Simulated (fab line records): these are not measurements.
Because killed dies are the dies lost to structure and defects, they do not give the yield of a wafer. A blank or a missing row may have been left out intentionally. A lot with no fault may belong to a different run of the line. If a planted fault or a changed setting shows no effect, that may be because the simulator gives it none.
Chamber matching + flow nand-harc + pecvd-01 running NHARC_A_STAIRCASE_DEP_417: 3 sister chambers
The step deposits Si3N4, target thk 60 nm. 3 wafers are shown with their chamber, then 7 later ones without.

## WAFERS, EACH WITH ITS CHAMBER
| wafer  | chamber | heater-power-w (W) |
|--------|---------|--------------------|
| L082.5 | 0       | 606                |
| L090.1 | 2       | 705                |
| L090.2 | 1       | 799                |

## WAFERS WHOSE CHAMBER IS MISSING
| wafer  | heater-power-w (W) |
|--------|--------------------|
| L090.6 | 667                |
| L094.3 | 783                |
| L094.4 | 667                |
| L094.5 | 786                |
| L096.3 | 574                |
| L096.5 | 573                |
| L096.6 | 699                |

## CHAMBER TAKEN BY EACH
| wafer  | from the rows above     | in truth |
|--------|-------------------------|----------|
| L090.6 | can't be placed: 2 or 0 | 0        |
| L094.3 | 1                       | 1        |
| L094.4 | can't be placed: 2 or 0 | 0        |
| L094.5 | 1                       | 1        |
| L096.3 | 0                       | 0        |
| L096.5 | 0                       | 0        |
| L096.6 | 2                       | 2        |
Correct placement for 5 of the 7. Cannot be placed on the basis of these rows: 2; the candidates contain the true chamber in 2. 0 placed wrongly.
How it was worked out, from the rows above alone: a wafer's distance from a chamber is the root of the sum, over the readings, of the square of ((its reading less the chamber's mean) divided by the reading's scatter). The wafer belongs to the nearest chamber; if the next one is less than 2 further off, it can't be placed. For every chamber, the mean is computed from those of its wafers that are shown. The scatter: root of mean squared gap, hidden wafer to nearest shown wafer, with one shown wafer a chamber.
